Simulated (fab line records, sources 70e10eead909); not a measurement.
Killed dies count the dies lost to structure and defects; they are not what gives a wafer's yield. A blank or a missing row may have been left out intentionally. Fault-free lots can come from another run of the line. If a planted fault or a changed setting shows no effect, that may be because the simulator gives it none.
fab line records	flow nand_harc
[record] lots = 24	wafers = 72	last_day = 25
route steps=1159 shown P_M0@274 P_M1@295 P_M2@345 P_BONDPAD@368
lots with no fault: from the same line, run without faults
start_h: hours from the record's opening day to when the first of the lot's shown wafers began	wait_h: hours elapsed since this lot's preceding step	" as in the row above	L1.1+2: a single row standing in for several wafers	- value missing, or start not given	* or withheld: withheld	< > ~ a bound
route shown NAME@n: NAME is a module with steps in the file, n the number in the route of the first one	usual: the fault-free wafers' mean and standard deviation	same: alike in all rows	chamber/n: place in a boat	sites: per-site readings	_std_site: the values' standard deviation	_edge_site: inner sites' mean taken away from outer sites' mean	radius_mm: for every site, how far away it sits from the centre of the wafer	mask NAME#n: copy n	behind: tool/chamber where the wafer was last shaped	hold: what put the lot on hold/how long, in hours/how the hold closed	device: the n, p or np transistor that did not switch	end of line: the route-end tests of the same wafers	a step without rows: its recipe alone	killed: dies lost to structure and defects at the first sort, not the wafer's yield	map: dies across one wafer; x = killed, . = not, _ = none there
set.NAME: the setting as run; set.NAME@STEP: as run at that earlier step	model.NAME: the simulator's own value behind a step, which no gauge read
one table for each step of the route and one row for each wafer, over a sample of lots
services: when a tool's chamber went out of use (start_h, in hours from the record's first day, below 0 if earlier), for how many hours, and the reason
[[steps]]
[step NHARC_P_M0_PVD_20]
[recipe] target_thk_a = 50	bias_v = 168.6	power_w = 15000	chamber_pressure_pa = 0.12	time_s = 8.06	substrate_temp_c = 50	material = TaN
[usual] substrate_temp_c = 49.98/0.11	throttle_valve_pct = 29.9/1.1
lot.wafer	tool	chamber	start_h	wait_h	substrate_temp_c	throttle_valve_pct
L074.1	pvd_sputter-03	-	-	-	50.08	29.4
L074.2	"	-	"	"	49.95	30.0
L074.5	"	-	"	"	50.20	31.0
L075.1	pvd_sputter-03	-	-	-	49.89	29.7
L075.4	"	-	"	"	49.86	29.4
L075.6	"	-	"	"	49.94	30.1
L077.4	pvd_sputter-02	-	-	-	50.07	31.4
L077.5	"	-	"	"	50.13	29.5
L077.6	"	-	"	"	50.01	31.0
L076.3	pvd_sputter-01	-	-	-	49.91	28.4
L076.4	"	-	"	"	50.08	29.9
L076.5	"	-	"	"	50.04	28.2
L078.1	pvd_sputter-02	-	-	-	49.88	31.3
L078.4	"	-	"	"	49.82	28.7
L078.3	"	-	"	"	50.09	29.4
L079.1	pvd_sputter-01	-	-	-	49.88	29.9
L079.4	"	-	"	"	50.11	28.0
L079.5	"	-	"	"	50.04	29.8
L081.3	pvd_sputter-03	-	-	-	50.06	29.7
L081.1	"	-	"	"	49.71	29.8
L081.6	"	-	"	"	49.96	29.6
L080.3	pvd_sputter-02	-	-	-	49.99	30.8
L080.1	"	-	"	"	49.95	31.2
L080.4	"	-	"	"	50.09	28.6
L082.2	pvd_sputter-01	-	-	-	50.13	28.9
L082.1	"	-	"	"	49.89	31.9
L082.4	"	-	"	"	50.08	28.4
L083.4	pvd_sputter-02	-	-	-	49.80	28.5
L083.1	"	-	"	"	50.09	29.8
L083.2	"	-	"	"	50.21	31.2
L084.4	pvd_sputter-03	-	-	-	50.11	29.8
L084.5	"	-	"	"	49.93	29.5
L084.6	"	-	"	"	50.05	29.6
L085.1	pvd_sputter-02	-	-	-	50.17	29.6
L085.4	"	-	"	"	50.03	31.2
L085.5	"	-	"	"	49.99	29.6
L088.3	pvd_sputter-03	-	-	-	50.16	31.7
L088.1	"	-	"	"	49.86	29.3
L088.5	"	-	"	"	49.86	29.9
L086.3	pvd_sputter-01	-	-	-	49.98	28.9
L086.1	"	-	"	"	49.96	28.5
L086.5	"	-	"	"	50.09	28.9
L087.1	pvd_sputter-03	-	-	-	49.98	29.7
L087.6	"	-	"	"	49.94	29.8
L087.5	"	-	"	"	50.10	31.5
L089.2	pvd_sputter-01	-	-	-	49.86	28.5
L089.1	"	-	"	"	50.02	29.0
L089.6	"	-	"	"	50.08	28.3
L090.1	pvd_sputter-01	-	-	-	50.00	28.6
L090.3	"	-	"	"	49.98	29.1
L090.6	"	-	"	"	49.87	31.7
L091.4	pvd_sputter-01	-	-	-	49.99	31.8
L091.5	"	-	"	"	49.89	28.6
L091.6	"	-	"	"	49.98	28.8
L092.1	pvd_sputter-03	-	-	-	49.76	29.9
L092.3	"	-	"	"	49.94	29.7
L092.2	"	-	"	"	49.90	31.2
L093.3	pvd_sputter-03	-	-	-	49.91	31.3
L093.2	"	-	"	"	49.71	29.6
L093.6	"	-	"	"	49.93	31.4
L094.2	pvd_sputter-03	-	-	-	49.89	29.7
L094.4	"	-	"	"	49.80	29.6
L094.5	"	-	"	"	49.69	29.8
L095.3	pvd_sputter-02	-	-	-	50.16	27.4
L095.5	"	-	"	"	50.09	32.1
L095.6	"	-	"	"	50.04	27.1
L096.1	pvd_sputter-03	-	-	-	49.95	29.4
L096.2	"	-	"	"	49.84	29.9
L096.3	"	-	"	"	49.93	29.7
L097.4	pvd_sputter-02	-	-	-	50.05	30.9
L097.3	"	-	"	"	49.84	29.6
L097.6	"	-	"	"	50.08	30.5
[step NHARC_P_M1_CD_MEAS_09]
[recipe] target_cd_nm = 130	landing_energy_ev = 500
[usual] cd_nm = 130.6/0.82
lot.wafer	tool	chamber	start_h	wait_h	cd_nm
L074.1	cd_sem-02	0	129.24	-	131.3
L074.2	"	0	"	"	130.1
L074.5	"	0	"	"	131.3
L075.1	cd_sem-02	0	129.87	-	131.1
L075.4	"	0	"	"	129.0
L075.6	"	0	"	"	131.0
L077.4	cd_sem-03	0	138.14	-	131.1
L077.5	"	0	"	"	130.9
L077.6	"	0	"	"	130.6
L076.3	cd_sem-01	0	138.81	-	131.0
L076.4	"	0	"	"	130.3
L076.5	"	0	"	"	131.7
L078.1	cd_sem-03	0	143.94	-	131.2
L078.3	"	0	"	"	131.0
L078.4	"	0	"	"	130.3
L079.1	cd_sem-02	0	144.67	-	129.3
L079.4	"	0	"	"	129.3
L079.5	"	0	"	"	131.1
L081.1	cd_sem-02	0	158.55	-	129.2
L081.3	"	0	"	"	131.8
L081.6	"	0	"	"	130.7
L080.1	cd_sem-02	0	159.76	-	130.6
L080.3	"	0	"	"	131.1
L080.4	"	0	"	"	130.2
L082.1	cd_sem-01	0	174.55	-	131.1
L082.2	"	0	"	"	130.8
L082.4	"	0	"	"	131.8
L083.1	cd_sem-01	0	175.25	-	130.6
L083.2	"	0	"	"	129.9
L083.4	"	0	"	"	129.1
L084.4	cd_sem-02	0	180.77	-	130.8
L084.5	"	0	"	"	131.9
L084.6	"	0	"	"	130.7
L085.1	cd_sem-03	0	181.55	-	131.0
L085.4	"	0	"	"	131.0
L085.5	"	0	"	"	131.1
L088.1	cd_sem-02	0	198.25	-	127.8
L088.3	"	0	"	"	130.2
L088.5	"	0	"	"	129.5
L086.1	cd_sem-02	0	199.34	-	130.5
L086.3	"	0	"	"	131.0
L086.5	"	0	"	"	131.8
L087.1	cd_sem-01	0	200.01	-	129.8
L087.5	"	0	"	"	130.4
L087.6	"	0	"	"	131.4
L089.1	cd_sem-03	0	222.57	-	130.4
L089.2	"	0	"	"	130.5
L089.6	"	0	"	"	130.7
L090.1	cd_sem-01	0	223.14	-	130.5
L090.3	"	0	"	"	130.6
L090.6	"	0	"	"	130.4
L091.4	cd_sem-01	0	224.22	-	131.1
L091.5	"	0	"	"	130.5
L091.6	"	0	"	"	130.3
L092.1	cd_sem-02	0	224.57	-	131.0
L092.2	"	0	"	"	131.0
L092.3	"	0	"	"	130.8
L093.2	cd_sem-02	0	228.73	-	130.7
L093.3	"	0	"	"	131.3
L093.6	"	0	"	"	131.5
L094.2	cd_sem-03	0	236.21	-	131.4
L094.4	"	0	"	"	130.1
L094.5	"	0	"	"	130.9
L095.3	cd_sem-01	0	249.83	-	132.2
L095.5	"	0	"	"	129.9
L095.6	"	0	"	"	132.1
L096.1	cd_sem-01	0	251.52	-	130.6
L096.2	"	0	"	"	129.8
L096.3	"	0	"	"	130.7
L097.3	cd_sem-03	0	252.05	-	130.1
L097.4	"	0	"	"	129.9
L097.6	"	0	"	"	130.2
[step NHARC_P_M1_ETCH_15]
[recipe] target_depth_a = 1825	time_s = 91.2	c4f8_flow_sccm = withheld	ar_flow_sccm = 400	rf_w = 600	bias_w = 300	chemistry = C4F8/Ar
[usual] oes_product_au = 0.955/0.023	rf_vpp_V = 441.3/2.4
lot.wafer	tool	chamber	start_h	wait_h	oes_product_au	rf_hours_counter_h	rf_vpp_V
L074.1	rie_diel-03	1	-	-	0.976	5	439.6
L074.2	"	2	"	"	0.947	5	439.0
L074.5	"	0	"	"	0.967	-	442.6
L075.4	rie_diel-03	3	-	-	0.967	6	437.5
L075.1	"	1	"	"	0.961	5	442.0
L075.6	"	3	"	"	0.977	-	435.9
L077.4	rie_diel-11	0	-	-	0.983	8	443.9
L077.5	"	0	"	"	0.968	-	443.0
L077.6	"	1	"	"	0.982	-	442.0
L076.3	rie_diel-11	1	-	-	0.937	9	439.7
L076.4	"	3	"	"	0.918	9	441.8
L076.5	"	0	"	"	0.930	-	443.2
L078.1	rie_diel-03	1	-	-	0.925	6	440.9
L078.4	"	2	"	"	0.908	6	439.0
L078.3	"	0	"	"	0.904	5	445.0
L079.1	rie_diel-05	0	-	-	0.970	4	442.7
L079.5	"	2	"	"	0.949	-	438.3
L079.4	"	3	"	"	0.957	-	446.1
L081.1	rie_diel-11	0	-	-	0.984	9	443.9
L081.3	"	2	"	"	0.968	10	442.4
L081.6	"	0	"	"	0.988	-	443.7
L080.3	rie_diel-03	2	-	-	0.913	7	439.8
L080.1	"	3	"	"	0.925	8	438.6
L080.4	"	0	"	"	0.920	6	444.1
L082.1	rie_diel-03	1	-	-	0.950	8	439.5
L082.2	"	2	"	"	0.937	7	440.0
L082.4	"	3	"	"	0.964	8	437.4
L083.1	rie_diel-11	2	-	-	0.934	11	442.6
L083.4	"	3	"	"	0.938	11	440.8
L083.2	"	0	"	"	0.953	10	444.0
L084.4	rie_diel-11	3	-	-	0.960	12	442.8
L084.5	"	0	"	"	0.994	-	444.2
L084.6	"	1	"	"	0.997	-	441.1
L085.4	rie_diel-11	2	-	-	0.933	11	442.8
L085.1	"	3	"	"	0.930	12	440.2
L085.5	"	2	"	"	0.932	-	442.8
L088.1	rie_diel-05	1	-	-	0.908	0	436.6
L088.3	"	0	"	"	0.938	1	442.2
L088.5	"	1	"	"	0.919	-	437.1
L086.1	rie_diel-05	2	-	-	0.962	1	436.3
L086.3	"	0	"	"	0.973	1	440.9
L086.5	"	1	"	"	0.948	-	438.7
L087.1	rie_diel-11	0	-	-	0.987	0	444.6
L087.6	"	2	"	"	0.966	-	441.8
L087.5	"	3	"	"	0.973	-	441.9
L089.1	rie_diel-05	3	-	-	0.930	1	444.5
L089.2	"	2	"	"	0.946	1	437.2
L089.6	"	3	"	"	0.926	-	444.6
L090.1	rie_diel-05	3	-	-	0.947	1	446.4
L090.3	"	0	"	"	0.991	1	441.5
L090.6	"	0	"	"	0.981	-	442.2
L091.4	rie_diel-03	3	-	-	0.960	0	438.5
L091.5	"	2	"	"	0.963	-	437.6
L091.6	"	3	"	"	0.966	-	436.5
L092.1	rie_diel-11	0	-	-	0.924	1	443.8
L092.2	"	1	"	"	0.922	1	441.8
L092.3	"	2	"	"	0.958	1	442.6
L093.2	rie_diel-11	2	-	-	0.974	2	444.3
L093.3	"	1	"	"	0.974	2	440.9
L093.6	"	3	"	"	0.968	-	441.4
L094.4	rie_diel-11	0	-	-	0.965	3	441.5
L094.2	"	1	"	"	0.957	3	441.8
L094.5	"	2	"	"	0.981	-	442.5
L095.3	rie_diel-05	0	-	-	0.940	2	440.9
L095.6	"	2	"	"	0.953	-	437.8
L095.5	"	3	"	"	0.943	-	444.3
L096.3	rie_diel-11	2	-	-	0.978	4	443.6
L096.2	"	3	"	"	0.953	4	441.0
L096.1	"	1	"	"	0.972	3	440.5
L097.3	rie_diel-03	2	-	-	0.974	2	438.1
L097.4	"	1	"	"	0.956	2	442.4
L097.6	"	2	"	"	0.986	-	439.7
[step NHARC_P_M2_THK_MEAS_24]
[recipe] thk_meas_gauge = xrf
[usual] thk_nm = 144.1/1.5
lot.wafer	tool	chamber	start_h	wait_h	thk_nm
L074.1	film_metro-01	-	135.99	-	143.1
L074.2	"	-	"	"	145.4
L074.5	"	-	"	"	144.0
L075.1	film_metro-02	-	136.63	-	144.2
L075.4	"	-	"	"	143.9
L075.6	"	-	"	"	145.4
L077.4	film_metro-01	-	144.91	-	142.4
L077.5	"	-	"	"	143.6
L077.6	"	-	"	"	143.4
L076.3	film_metro-01	-	145.65	-	146.6
L076.4	"	-	"	"	145.5
L076.5	"	-	"	"	144.6
L078.1	film_metro-02	-	150.67	-	144.0
L078.3	"	-	"	"	143.8
L078.4	"	-	"	"	143.4
L079.1	film_metro-02	-	151.49	-	142.7
L079.4	"	-	"	"	143.8
L079.5	"	-	"	"	143.9
L081.1	film_metro-01	-	165.42	-	144.0
L081.3	"	-	"	"	142.3
L081.6	"	-	"	"	144.2
L080.1	film_metro-01	-	166.65	-	144.0
L080.3	"	-	"	"	143.2
L080.4	"	-	"	"	142.9
L082.1	film_metro-02	-	181.87	-	144.7
L082.2	"	-	"	"	143.9
L082.4	"	-	"	"	146.3
L083.1	film_metro-01	-	182.18	-	143.9
L083.2	"	-	"	"	140.3
L083.4	"	-	"	"	145.2
L084.4	film_metro-02	-	187.90	-	142.0
L084.5	"	-	"	"	141.0
L084.6	"	-	"	"	143.8
L085.1	film_metro-01	-	188.37	-	145.3
L085.4	"	-	"	"	143.7
L085.5	"	-	"	"	145.7
L088.1	film_metro-01	-	205.02	-	146.0
L088.3	"	-	"	"	143.4
L088.5	"	-	"	"	144.1
L086.1	film_metro-01	-	206.03	-	144.8
L086.3	"	-	"	"	141.8
L086.5	"	-	"	"	148.8
L087.1	film_metro-01	-	206.73	-	142.4
L087.5	"	-	"	"	143.9
L087.6	"	-	"	"	144.6
L089.1	film_metro-02	-	229.54	-	146.0
L089.2	"	-	"	"	143.0
L089.6	"	-	"	"	145.5
L090.1	film_metro-02	-	230.49	-	143.3
L090.3	"	-	"	"	143.8
L090.6	"	-	"	"	143.2
L091.4	film_metro-02	-	231.01	-	141.8
L091.5	"	-	"	"	143.7
L091.6	"	-	"	"	143.4
L092.1	film_metro-01	-	232.00	-	145.9
L092.2	"	-	"	"	143.4
L092.3	"	-	"	"	143.5
L093.2	film_metro-01	-	235.65	-	146.9
L093.3	"	-	"	"	143.6
L093.6	"	-	"	"	145.8
L094.2	film_metro-01	-	242.93	-	141.8
L094.4	"	-	"	"	142.0
L094.5	"	-	"	"	143.5
L095.3	film_metro-02	-	256.57	-	143.9
L095.5	"	-	"	"	143.2
L095.6	"	-	"	"	144.4
L096.1	film_metro-02	-	259.07	-	143.1
L096.2	"	-	"	"	144.9
L096.3	"	-	"	"	144.0
L097.3	film_metro-01	-	259.30	-	145.1
L097.4	"	-	"	"	143.1
L097.6	"	-	"	"	145.9
[step NHARC_P_M2_INSPECT_27]
[usual] raw_defect_count = 378/160
lot.wafer	tool	chamber	start_h	wait_h	raw_defect_count
L074.1	defect_inspect-02	-	136.15	0.0	218
L074.2	"	-	"	"	186
L074.5	"	-	"	"	187
L075.1	defect_inspect-01	-	136.79	0.0	326
L075.4	"	-	"	"	582
L075.6	"	-	"	"	308
L077.4	defect_inspect-01	-	145.06	0.0	543
L077.5	"	-	"	"	352
L077.6	"	-	"	"	342
L076.3	defect_inspect-01	-	145.81	0.0	351
L076.4	"	-	"	"	589
L076.5	"	-	"	"	375
L078.1	defect_inspect-02	-	150.83	0.0	278
L078.3	"	-	"	"	220
L078.4	"	-	"	"	247
L079.1	defect_inspect-02	-	151.64	0.0	204
L079.4	"	-	"	"	309
L079.5	"	-	"	"	361
L081.1	defect_inspect-02	-	165.58	0.0	273
L081.3	"	-	"	"	446
L081.6	"	-	"	"	542
L080.1	defect_inspect-01	-	166.81	0.0	434
L080.3	"	-	"	"	689
L080.4	"	-	"	"	304
L082.1	defect_inspect-01	-	182.02	0.0	647
L082.2	"	-	"	"	325
L082.4	"	-	"	"	1329
L083.1	defect_inspect-01	-	182.35	0.0	367
L083.2	"	-	"	"	385
L083.4	"	-	"	"	384
L084.4	defect_inspect-02	-	188.05	0.0	298
L084.5	"	-	"	"	213
L084.6	"	-	"	"	220
L085.1	defect_inspect-02	-	188.54	0.0	276
L085.4	"	-	"	"	258
L085.5	"	-	"	"	455
L088.1	defect_inspect-02	-	205.17	0.0	490
L088.3	"	-	"	"	460
L088.5	"	-	"	"	373
L086.1	defect_inspect-02	-	206.19	0.0	578
L086.3	"	-	"	"	763
L086.5	"	-	"	"	507
L087.1	defect_inspect-01	-	206.89	0.0	355
L087.5	"	-	"	"	387
L087.6	"	-	"	"	477
L089.1	defect_inspect-02	-	229.70	0.0	187
L089.2	"	-	"	"	142
L089.6	"	-	"	"	261
L090.1	defect_inspect-01	-	230.66	0.0	245
L090.3	"	-	"	"	361
L090.6	"	-	"	"	386
L091.4	defect_inspect-01	-	231.17	0.0	356
L091.5	"	-	"	"	337
L091.6	"	-	"	"	392
L092.1	defect_inspect-01	-	232.17	0.0	483
L092.2	"	-	"	"	202
L092.3	"	-	"	"	262
L093.2	defect_inspect-01	-	235.81	0.0	179
L093.3	"	-	"	"	334
L093.6	"	-	"	"	260
L094.2	defect_inspect-02	-	243.08	0.0	255
L094.4	"	-	"	"	432
L094.5	"	-	"	"	353
L095.3	defect_inspect-02	-	256.72	0.0	512
L095.5	"	-	"	"	457
L095.6	"	-	"	"	371
L096.1	defect_inspect-01	-	259.23	0.0	364
L096.2	"	-	"	"	318
L096.3	"	-	"	"	398
L097.3	defect_inspect-02	-	259.46	0.0	211
L097.4	"	-	"	"	320
L097.6	"	-	"	"	385
[step NHARC_P_BONDPAD_ETCH_37]
[recipe] target_depth_a = 600	overetch_a = 180	time_s = 65.91	ion_energy_ev = 200	n2_flow_sccm = 150	h2_flow_sccm = 150	ar_flow_sccm = 0	rf_w = 400	bias_w = 150	chemistry = N2/H2
[usual] drypump_motor_current_A = 5.63/0.21	oes_product_au = 1.003/0.01	rf_vpp_V = 429.4/2.2	showerhead_plenum_p_Torr = 2.00/0.076	throttle_valve_pct = 14.173/0.009
lot.wafer	tool	chamber	start_h	wait_h	drypump_motor_current_A	oes_product_au	rf_hours_counter_h	rf_vpp_V	showerhead_plenum_p_Torr	throttle_valve_pct
L074.2	rie_diel-13	2	138.13	0.1	5.81	1.017	2	427.0	1.91	14.169
L074.1	"	0	"	"	5.57	1.006	2	433.1	2.11	14.170
L074.5	"	2	"	"	5.77	1.007	-	427.5	1.91	14.177
L075.1	rie_diel-13	3	138.98	0.1	5.32	1.009	2	429.7	2.05	14.172
L075.4	"	0	"	"	5.53	0.997	2	432.7	2.11	14.175
L075.6	"	2	"	"	5.82	1.009	-	427.7	1.91	14.180
L077.4	rie_diel-01	2	147.01	0.1	5.70	1.004	0	425.4	1.90	14.169
L077.5	"	2	"	"	5.70	1.002	-	426.4	1.90	14.175
L077.6	"	3	"	"	5.93	1.009	-	428.1	1.94	14.191
L076.3	rie_diel-01	3	147.76	0.1	5.97	0.993	0	426.1	1.94	14.168
L076.4	"	2	"	"	5.67	1.006	0	427.2	1.90	14.177
L076.5	"	0	"	"	5.65	1.004	-	430.1	2.07	14.181
L078.3	rie_diel-13	0	153.09	0.1	5.54	0.989	3	433.1	2.11	14.155
L078.1	"	1	"	"	5.65	1.000	3	429.1	2.02	14.180
L078.4	"	3	"	"	5.31	1.002	3	432.7	2.05	14.177
L079.4	rie_diel-13	3	153.80	0.1	5.32	1.002	3	431.1	2.05	14.174
L079.1	"	0	"	"	5.58	0.993	3	432.0	2.11	14.168
L079.5	"	2	"	"	5.82	1.014	-	426.8	1.91	14.185
L081.1	rie_diel-13	2	167.55	0.1	5.81	1.018	4	428.1	1.91	14.184
L081.3	"	3	"	"	5.24	1.003	4	430.4	2.05	14.170
L081.6	"	2	"	"	5.80	1.010	-	427.5	1.91	14.171
L080.1	rie_diel-13	2	168.92	0.1	5.81	1.013	5	425.7	1.91	14.170
L080.4	"	3	"	"	5.30	1.004	5	432.3	2.05	14.171
L080.3	"	0	"	"	5.55	0.996	5	432.2	2.11	14.165
L082.2	rie_diel-01	3	184.45	0.2	5.92	0.996	15	426.1	1.93	14.175
L082.1	"	0	"	"	5.65	0.999	9	430.3	2.07	14.183
L082.4	"	3	"	"	5.97	0.982	-	427.9	1.93	14.170
L083.4	rie_diel-13	3	184.99	0.1	5.34	1.004	6	432.7	2.05	14.167
L083.1	"	1	"	"	5.64	1.002	6	428.5	2.02	14.160
L083.2	"	2	"	"	5.82	1.012	6	427.2	1.91	14.174
L084.4	rie_diel-13	0	190.06	0.2	5.61	0.984	7	432.4	2.11	14.173
L084.6	"	1	"	"	5.65	0.996	-	429.4	2.02	14.174
L084.5	"	2	"	"	5.81	1.011	-	428.6	1.91	14.166
L085.1	rie_diel-02	0	190.50	0.1	6.00	1.025	12	427.8	1.96	14.157
L085.4	"	2	"	"	5.78	1.025	11	429.8	2.07	14.181
L085.5	"	0	"	"	6.01	1.023	-	429.9	1.96	14.164
L088.3	rie_diel-13	2	207.18	0.1	5.80	1.016	8	426.8	1.91	14.174
L088.1	"	0	"	"	5.58	0.995	8	431.4	2.11	14.176
L088.5	"	2	"	"	5.84	1.014	-	428.3	1.91	14.169
L086.3	rie_diel-13	2	208.28	0.1	5.78	1.021	8	426.5	1.91	14.174
L086.1	"	3	"	"	5.33	1.009	8	430.9	2.05	14.171
L086.5	"	1	"	"	5.65	0.998	-	429.4	2.02	14.185
L087.1	rie_diel-13	0	209.21	0.1	5.54	0.996	8	432.4	2.11	14.156
L087.6	"	2	"	"	5.84	1.017	-	427.3	1.91	14.170
L087.5	"	3	"	"	5.34	1.000	-	431.0	2.05	14.182
L089.1	rie_diel-01	2	231.82	0.1	5.75	1.004	34	425.2	1.89	14.167
L089.2	"	0	"	"	5.65	1.012	31	430.9	2.06	14.164
L089.6	"	1	"	"	5.38	1.001	-	427.6	1.92	14.172
L090.3	rie_diel-13	1	232.64	0.1	5.64	0.995	11	429.2	2.02	14.169
L090.1	"	0	"	"	5.53	0.988	11	432.5	2.11	14.188
L090.6	"	1	"	"	5.65	0.984	-	430.4	2.02	14.172
L091.4	rie_diel-02	1	233.33	0.1	6.18	1.010	28	430.4	2.03	14.160
L091.5	"	3	"	"	5.28	1.006	-	430.3	2.01	14.182
L091.6	"	0	"	"	5.99	1.015	-	427.2	1.96	14.186
L092.3	rie_diel-13	1	234.26	0.1	5.64	0.981	11	428.1	2.02	14.178
L092.1	"	2	"	"	5.83	1.000	11	427.5	1.90	14.198
L092.2	"	0	"	"	5.54	0.986	11	432.9	2.11	14.173
L093.2	rie_diel-01	1	237.81	0.1	5.37	0.998	29	427.0	1.92	14.153
L093.3	"	2	"	"	5.76	1.013	36	425.0	1.88	14.188
L093.6	"	0	"	"	5.67	1.001	-	430.3	2.06	14.160
L094.4	rie_diel-13	0	245.17	0.1	5.56	1.004	12	431.9	2.11	14.183
L094.2	"	2	"	"	5.83	1.006	12	426.1	1.90	14.162
L094.5	"	3	"	"	5.32	1.011	-	430.8	2.05	14.181
L095.3	rie_diel-13	3	258.88	0.1	5.30	1.001	14	431.1	2.05	14.181
L095.6	"	2	"	"	5.78	1.021	-	425.5	1.90	14.164
L095.5	"	0	"	"	5.55	0.999	-	432.0	2.11	14.185
L096.2	rie_diel-13	0	261.20	0.1	5.55	0.992	15	431.7	2.11	14.170
L096.3	"	1	"	"	5.65	0.989	13	430.1	2.02	14.171
L096.1	"	2	"	"	5.82	1.016	14	424.6	1.90	14.175
L097.3	rie_diel-01	0	261.67	0.1	5.67	1.033	44	431.4	2.06	14.178
L097.4	"	2	"	"	5.74	1.009	44	426.2	1.88	14.164
L097.6	"	3	"	"	5.97	0.987	-	428.0	1.92	14.166
[[services]]
tool	chamber	start_h	hours	kind
rie_diel-05	3	114.35	2.7	repair
rie_diel-02	3	123.35	4.3	repair
rie_diel-02	2	126.90	3.8	repair
rie_diel-05	2	133.48	5.2	repair
rie_diel-05	1	135.13	49.1	repair
rie_diel-01	-	137.85	9.0	pm
rie_diel-01	-	152.35	4.5	repair
pvd_sputter-01	-	158.83	10.0	pm
rie_diel-01	0	159.23	6.3	repair
rie_diel-05	-	163.60	9.0	pm
rie_diel-01	1	179.86	7.3	repair
rie_diel-11	-	189.50	9.0	pm
pvd_sputter-02	-	206.10	2.2	repair
pvd_sputter-03	-	207.74	10.3	repair
pvd_sputter-02	-	214.00	10.0	pm
rie_diel-03	-	215.30	9.0	pm
rie_diel-01	1	215.95	7.9	repair
rie_diel-01	3	219.31	15.7	repair
rie_diel-05	2	227.71	5.5	repair
rie_diel-13	-	237.10	0.2	repair
pvd_sputter-01	-	240.30	3.6	repair
rie_diel-13	1	251.98	7.7	repair
pvd_sputter-01	-	252.22	3.2	repair
rie_diel-05	0	253.44	1.8	repair
[[key]]
fault none
